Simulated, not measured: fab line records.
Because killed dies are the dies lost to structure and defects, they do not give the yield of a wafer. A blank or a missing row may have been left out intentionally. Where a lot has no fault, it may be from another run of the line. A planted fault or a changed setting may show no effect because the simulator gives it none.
Which of the tools did it? -- flow n5 finfet -- at 1 step of a route of 1938, 10 lots with 30 wafers sampled

== WHAT EACH GAUGE READ, for each wafer ==
N5_BEOL_M4_RC_MEAS_101.
lot,measured,on,DIBL_N (mV/V)
L123,day 8 01:43,prober-02,37.7 35.6 35.6
L126,day 9 01:07,prober-02,36.7 34.7 35.8
L127,day 9 06:21,prober-02,35.2 36.7 34.6
L128,day 9 23:21,prober-02,34.2 31.3 34.5
L130,day 10 01:41,prober-01,38.6 36.6 37.7
L133,day 10 18:38,prober-02,35.9 36.1 36.6
L134,day 11 02:45,prober-01,40.9 40.6 39.4
L142,day 12 11:17,prober-02,35.3 39.6 34.0
L140,day 12 15:52,prober-02,34.0 35.0 33.0
L143,day 13 21:14,prober-02,38.0 38.9 38.2

== WHICH TOOL RAN EACH LOT (tool, then ch and the chambers of the sampled wafers, then the start) ==
There is no process step in the record ahead of these readings.

== THE ANSWER, worked out from the rows above alone ==
Rule: the usual values come from the lots themselves. The widest of any qualifying gaps counts: lots, ordered by their means at a reading, are off when they make up no more than a third of the lots, leave a main group of 4 or more, and stand apart from it by 3 or more times the standard deviation of that group's means. A main group whose means are all the same, to the digits that the tables above print for the reading, isn't used. Also off: a lot with no number at a reading for which 4 or more lots have one. Any other lot the step has rows for is counted as sound.
Across all readings shown, no lot is off: no conclusion can be drawn from this.

== WHAT THE SIMULATOR PUT IN ==
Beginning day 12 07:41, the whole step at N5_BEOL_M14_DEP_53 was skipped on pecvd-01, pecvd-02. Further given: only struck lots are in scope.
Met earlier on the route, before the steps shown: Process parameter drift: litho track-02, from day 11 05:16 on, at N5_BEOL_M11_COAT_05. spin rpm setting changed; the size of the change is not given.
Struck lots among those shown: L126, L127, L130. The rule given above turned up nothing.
